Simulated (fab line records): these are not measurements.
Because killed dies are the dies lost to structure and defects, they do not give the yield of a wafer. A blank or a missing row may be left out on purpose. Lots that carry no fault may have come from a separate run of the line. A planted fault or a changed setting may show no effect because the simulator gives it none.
Which tool was responsible? + flow n5 finfet + 33 wafers from 11 lots sampled at 2 of the route's 1938 steps

== WHAT THE GAUGES READ, wafer by wafer ==
N5_PASSIVATION_OVL_MEAS_60. Usual: for TV_OVL the level is -3 nm and the standard deviation is 6.5.
| lot  | measured     | on         | TV_OVL (nm) | flag |
|------|--------------|------------|-------------|------|
| L419 | day 11 21:23 | overlay-01 | 0 4 -13     |      |
| L420 | day 12 12:34 | overlay-02 | 3 7 -1      |      |
| L421 | day 12 12:43 | overlay-01 | -11 0 -3    |      |
| L422 | day 12 15:47 | overlay-02 | -7 -2 -9    |      |
| L423 | day 13 00:02 | overlay-02 | -13 -10 -17 |      |
| L424 | day 13 04:08 | overlay-01 | 14 0 8      |      |
| L427 | day 13 11:29 | overlay-01 | -4 -4 -5    |      |
| L437 | day 17 01:08 | overlay-01 | 4 6 -1      |      |
| L436 | day 17 02:11 | overlay-01 | 3 -6 -4     |      |
| L438 | day 17 05:54 | overlay-01 | -1 -6 5     |      |
| L439 | day 18 01:19 | overlay-01 | 3 -8 0      |      |

== TOOL THAT RAN EACH LOT (tool first, then ch and the chambers of the sampled wafers, then the start) ==
| lot  | N5_BEOL_M11_ETCH_65                |
|------|------------------------------------|
| L419 | rie diel-01 ch 2,3, day 10 13:41   |
| L420 | rie diel-03 ch 0,1, day 10 19:43   |
| L421 | rie diel-01 ch 0,1,3, day 10 21:20 |
| L422 | rie diel-01 ch 0,1,3, day 11 01:10 |
| L423 | rie diel-03 ch 0,1,2, day 11 13:22 |
| L424 | rie diel-01 ch 0,2,3, day 11 14:41 |
| L427 | rie diel-01 ch 0,2, day 12 03:19   |
| L437 | rie diel-03 ch 0,1,2, day 15 05:58 |
| L436 | rie diel-03 ch 0,2,3, day 15 06:49 |
| L438 | rie diel-04 ch 0,2,3, day 15 08:52 |
| L439 | rie diel-01 ch 0,1,3, day 16 05:46 |
- N5_BEOL_M11_ETCH_65: etches SiARC in CF4, target depth 39 nm, time 65 s.

== AS READ BY THE TOOLS THEMSELVES (means over the sampled wafers that have a number; for cases with no such wafer, the mark the record gives instead) ==
N5_BEOL_M11_ETCH_65. Usual: value, then standard deviation, for each; drypump motor current A 5.63 A / 0.29; etch rf on time s 64.9 s / 1.3; oes product au 0.65 a.u. / 0.059; rf fwd power W 539.0 W / 2.5; rf vpp V 183.3 V / 1.4; showerhead plenum p Torr 2.07 Torr / 0.092; throttle valve pct 15.54 % / 0.22.
| lot  | tool        | drypump motor current A (A) | etch rf on time s (s) | oes product au (a.u.) | rf fwd power W (W) | rf vpp V (V) | showerhead plenum p Torr (Torr) | throttle valve pct (%) | flag |
|------|-------------|-----------------------------|-----------------------|-----------------------|--------------------|--------------|---------------------------------|------------------------|------|
| L419 | rie diel-01 | 5.66                        | 64.7                  | 0.65                  | 541.0              | 183.6        | 2.09                            | 15.48                  |      |
| L420 | rie diel-03 | 5.66                        | 65.8                  | 0.67                  | 538.6              | 182.0        | 2.02                            | 15.58                  |      |
| L421 | rie diel-01 | 5.73                        | 64.7                  | 0.64                  | 538.0              | 183.7        | 2.12                            | 15.52                  |      |
| L422 | rie diel-01 | 5.73                        | 64.8                  | 0.64                  | 540.5              | 183.2        | 2.12                            | 15.53                  |      |
| L423 | rie diel-03 | 5.66                        | 65.0                  | 0.66                  | 538.0              | 182.2        | 2.01                            | 15.52                  |      |
| L424 | rie diel-01 | 5.64                        | 64.5                  | 0.66                  | 540.3              | 184.9        | 2.09                            | 15.50                  |      |
| L427 | rie diel-01 | 5.72                        | 62.4                  | 0.68                  | 539.1              | 184.3        | 2.15                            | 15.32                  |      |
| L437 | rie diel-03 | 5.65                        | 65.9                  | 0.65                  | 539.8              | 181.6        | 2.01                            | 15.57                  |      |
| L436 | rie diel-03 | 5.36                        | 66.2                  | 0.61                  | 539.2              | 181.7        | 1.99                            | 15.70                  |      |
| L438 | rie diel-04 | 5.67                        | 65.2                  | 0.67                  | 538.7              | 182.8        | 2.04                            | 15.42                  |      |
| L439 | rie diel-01 | 5.74                        | 64.8                  | 0.62                  | 540.1              | 183.2        | 2.11                            | 15.60                  |      |

== THE ANSWER, worked out from the rows above alone ==
Rule: lot off if the mean of its wafers having a number is beyond 3 standard deviations from the usual mean. Also off: a lot with no number at a reading for which 4 or more lots have one. The other lots that the step has rows for count as sound. After the gauges, taken in route order, come the tools' own readings; for these a lot's mean is taken, as printed above. At the first step where some lot is off, the reading lying furthest off is the one used; lots without a number count as furthest.
None of the lots is off at any reading shown; this tells nothing.

== WHAT THE SIMULATOR HAD INSERTED ==
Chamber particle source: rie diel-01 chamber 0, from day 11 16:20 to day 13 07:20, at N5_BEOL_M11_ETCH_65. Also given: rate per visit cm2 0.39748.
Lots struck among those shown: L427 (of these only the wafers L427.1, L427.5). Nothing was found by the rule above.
